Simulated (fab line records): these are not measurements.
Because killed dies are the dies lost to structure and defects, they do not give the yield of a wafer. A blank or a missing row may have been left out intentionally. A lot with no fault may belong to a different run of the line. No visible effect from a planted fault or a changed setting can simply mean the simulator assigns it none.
The tool behind it: which one? + flow n5-finfet + 12 lots, 36 wafers sampled, at 1 step of a route of 1938

## WHAT THE GAUGES SHOWED, per wafer
N5_BEOL_M10_CD_MEAS_11: target cd 64.1 nm.
| lot  | measured     | on        | cd-nm (nm)     |
|------|--------------|-----------|----------------|
| L075 | day 10 09:44 | cd-sem-01 | 63.5 63.5 64.0 |
| L076 | day 10 21:04 | cd-sem-03 | 64.1 63.9 64.0 |
| L079 | day 11 04:10 | cd-sem-01 | 63.4 64.0 64.3 |
| L081 | day 11 15:17 | cd-sem-01 | 64.1 64.3 64.5 |
| L082 | day 11 23:05 | cd-sem-01 | 64.6 64.1 64.5 |
| L085 | day 12 21:20 | cd-sem-03 | 63.7 63.8 63.9 |
| L087 | day 13 07:36 | cd-sem-02 | 64.8 64.7 65.6 |
| L090 | day 13 21:23 | cd-sem-01 | 63.9 64.5 63.5 |
| L093 | day 14 06:44 | cd-sem-03 | 64.7 64.8 64.4 |
| L092 | day 14 19:13 | cd-sem-02 | 64.0 64.1 65.0 |
| L095 | day 15 02:56 | cd-sem-01 | 64.7 63.8 63.9 |
| L097 | day 16 07:50 | cd-sem-02 | 63.5 64.4 63.8 |

## WHICH TOOL RAN EACH LOT (tool, then ch and the chambers of the sampled wafers, then the start)
Before these readings, the record contains no process step.

## THE ANSWER, worked out from the rows above alone
Rule: the lots themselves supply what counts as usual. Put in order of their means at a reading, lots are off if they are a third of the lots or fewer, leave a main group of 4 or more, and stand apart from it by a gap of 3 or more times the standard deviation of the main group's means; of several such gaps the widest counts. If all means in a main group match to the digits the tables above print for the reading, that group is not used. A lot without any number at a reading at which 4 lots or more have one is off too. The other lots that the step has rows for count as sound.
Across all readings shown, no lot is off: no conclusion can be drawn from this.

## WHAT WAS PUT IN BY THE SIMULATOR
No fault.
